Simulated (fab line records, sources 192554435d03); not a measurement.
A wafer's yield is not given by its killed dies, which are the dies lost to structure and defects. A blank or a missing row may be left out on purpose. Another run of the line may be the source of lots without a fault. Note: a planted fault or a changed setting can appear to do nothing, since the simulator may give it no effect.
Comparing a struck lot with a sound one | flow n5 finfet | 18 out of 1938 route steps
Sound: the wafers L318.3, L318.4, L318.5. Struck: wafer L332.1 (L332.4, L332.6, from the same lot, were not struck and are left out); the cause is given at the end.
Per side, at each step with rows, come the tool, then ch with its chambers, and then its first start. Under that, the readings that differ: sound wafers | struck wafers | difference of the means | sigmas: that difference in standard deviations of wafers without a fault.
alike: words and numbers the same on both sides, and readings whose means are apart by under 2 such deviations; not compared: readings that were withheld, readings missing a value for some wafer, numbers with overlapping values and no deviation given by the record, and bounds like >300 which may hide the same value.
The two part at a step that has a row with sigmas, a row that says differs or no value, or rows on one side only. Non-overlapping numbers with no deviation appear without sigmas and do not part them. A reading that every wafer of one side lacks parts them only if that side has two wafers or more.

first, 4 steps without rows for these wafers: N5_PMOS_HMC_CHANNEL_EPI_SOFTBAKE_04 (time 60 s); N5_PMOS_HMC_CHANNEL_EPI_EXPOSE_06 (exposes mask PMOS HMC BLK, target cd 240 nm); N5_PMOS_HMC_CHANNEL_EPI_PEB_07 (peb time 60 s); N5_PMOS_HMC_CHANNEL_EPI_DEVELOP_08 (develop time 30 s).
N5_PMOS_HMC_CHANNEL_EPI_CD_MEAS_09: target cd 237.4 nm.
  sound on cd sem-02 ch 0, day 1 22:58; struck on cd sem-02 ch 0, day 5 12:02
  alike: cd nm
N5_PMOS_HMC_CHANNEL_EPI_OVL_MEAS_10:
  sound on overlay-02 ch 0, day 1 23:00; struck on overlay-01 ch 0, day 5 12:04
  alike: PMOS_HMC_BLK_OVL
N5_PMOS_HMC_CHANNEL_EPI_INSPECT_11: inspects for defects (macro).
  sound: defect inspect-01 at day 1 23:02; struck: defect inspect-01 at day 5 12:05
  alike: raw defect count
N5_PMOS_HMC_CHANNEL_EPI_DESCUM_14: chemistry O2, time 7.9 s.
  sound on rie diel-04 ch 0,1, day 1 23:14; struck on rie diel-02 ch 1, day 5 12:08
  reading                | sound             | struck | difference | sigmas
  throttle valve pct (%) | 20.60 20.50 20.51 | 20.03  | -0.51      | -2
  alike: drypump motor current A, oes product au, rf vpp V, showerhead plenum p Torr
  not compared: rf hours counter h
N5_PMOS_HMC_CHANNEL_EPI_ETCH_32: etches BARC in N2/H2, stops on SiO2, target depth 85.8 nm, time 50.3 s.
  sound on rie diel-04 ch 0,1, day 1 23:17; struck on rie diel-02 ch 1, day 5 12:10
  reading                | sound             | struck | difference | sigmas
  throttle valve pct (%) | 17.96 18.10 18.10 | 17.65  | -0.40      | -2
  alike: drypump motor current A, oes product au, rf vpp V, showerhead plenum p Torr
  not compared: rf hours counter h
N5_PMOS_HMC_CHANNEL_EPI_HM_OPEN_15: chemistry CHF3/O2, target SiO2, target depth 40.6 nm, time 20.3 s.
  sound on rie diel-04 ch 0,1, day 1 23:19; struck on rie diel-02 ch 1, day 5 12:12
  reading                | sound             | struck | difference | sigmas
  throttle valve pct (%) | 18.94 19.05 19.07 | 18.58  | -0.44      | -2
  alike: drypump motor current A, oes product au, rf vpp V, showerhead plenum p Torr
  not compared: rf hours counter h
N5_PMOS_HMC_CHANNEL_EPI_STRIP_33: strips in N2/H2.
  sound on rie diel-04 ch 0,1, day 1 23:23; struck on rie diel-02 ch 1, day 5 12:16
  alike: drypump motor current A, oes product au, rf vpp V, showerhead plenum p Torr, throttle valve pct
  not compared: rf hours counter h
then, 1 step without rows for these wafers: N5_PMOS_HMC_CHANNEL_EPI_STRIP_17 (strips in SPM, time 750 s).
N5_PMOS_HMC_CHANNEL_EPI_ETCH_38: etches SiO2 in CF4, target depth 1.5 nm.
  sound on rie si-06 ch 1,2, day 1 23:41; struck on rie si-02 ch 2, day 5 12:34
  reading                                                  | sound             | struck | difference | sigmas
  oes product au (a.u.)                                    | 0.992 1.021 1.023 | 1.405  | +0.393     | +16
  model.SiO2_of_PMOS_HMC_CHANNEL_EPI_HM_DEP_34.thk nm (nm) | 34.96 34.94 35.2  | 33.4   | -1.6       |
  model.etch.depth nm (nm)                                 | 1.472 1.541 1.523 | 2.383  | +0.871     |
  alike: drypump motor current A, he backside leak sccm, throttle valve pct
  not compared: rf hours counter h
N5_PMOS_HMC_CHANNEL_EPI_FIN_RECESS_16: chemistry HBr/Cl2, target Si, target depth 54 nm, time 18 s.
  sound on rie si-06 ch 1,2, day 1 23:42; struck on rie si-02 ch 2, day 5 12:35
  alike: drypump motor current A, he backside leak sccm, oes product au, throttle valve pct
  not compared: rf hours counter h
then, 1 step without rows for these wafers: N5_PMOS_HMC_CHANNEL_EPI_PRECLEAN_36 (cleans in O3/DIW, time 45 s).
N5_PMOS_HMC_CHANNEL_EPI_PRECLEAN_18: cleans in DHF, time 30 s.
  sound on wet bench-04 ch 0,5,7, day 1 23:49; struck on wet bench-06 ch 0, day 5 12:42
  reading                                                  | sound             | struck | difference | sigmas
  model.SiO2_of_PMOS_HMC_CHANNEL_EPI_HM_DEP_34.thk nm (nm) | 25.33 25.08 25.34 | 23.82  | -1.43      |
then, 1 step without rows for these wafers: N5_PMOS_HMC_CHANNEL_EPI_SRD_19 (time 30 s).
-- the record jumps here: 8 days lie between the struck wafers' starts before and after (it left off in module PMOS_HMC_CHANNEL_EPI and takes up again in module BEOL_M4, whose first step shown is number 1111 of the route) --
N5_BEOL_M4_RC_MEAS_101:
  sound on prober-01 ch 0, day 9 05:45; struck on prober-02 ch 0, day 13 21:53
  reading       | sound             | struck | difference | sigmas
  ION_N (uA/um) | 669 668 667       | 691    | +23        | +2
  VT_N (mV)     | 251.6 252.2 250.9 | 245.0  | -6.6       | -2
  alike: DIBL_N, DIBL_P, IOFF_N, IOFF_P, ION_P, SS_N, SS_P, VT_P

== WHERE THEY PART ==
Earliest at N5_PMOS_HMC_CHANNEL_EPI_DESCUM_14; latest, in this record, at N5_BEOL_M4_RC_MEAS_101.

WHY: whatever the simulator had introduced
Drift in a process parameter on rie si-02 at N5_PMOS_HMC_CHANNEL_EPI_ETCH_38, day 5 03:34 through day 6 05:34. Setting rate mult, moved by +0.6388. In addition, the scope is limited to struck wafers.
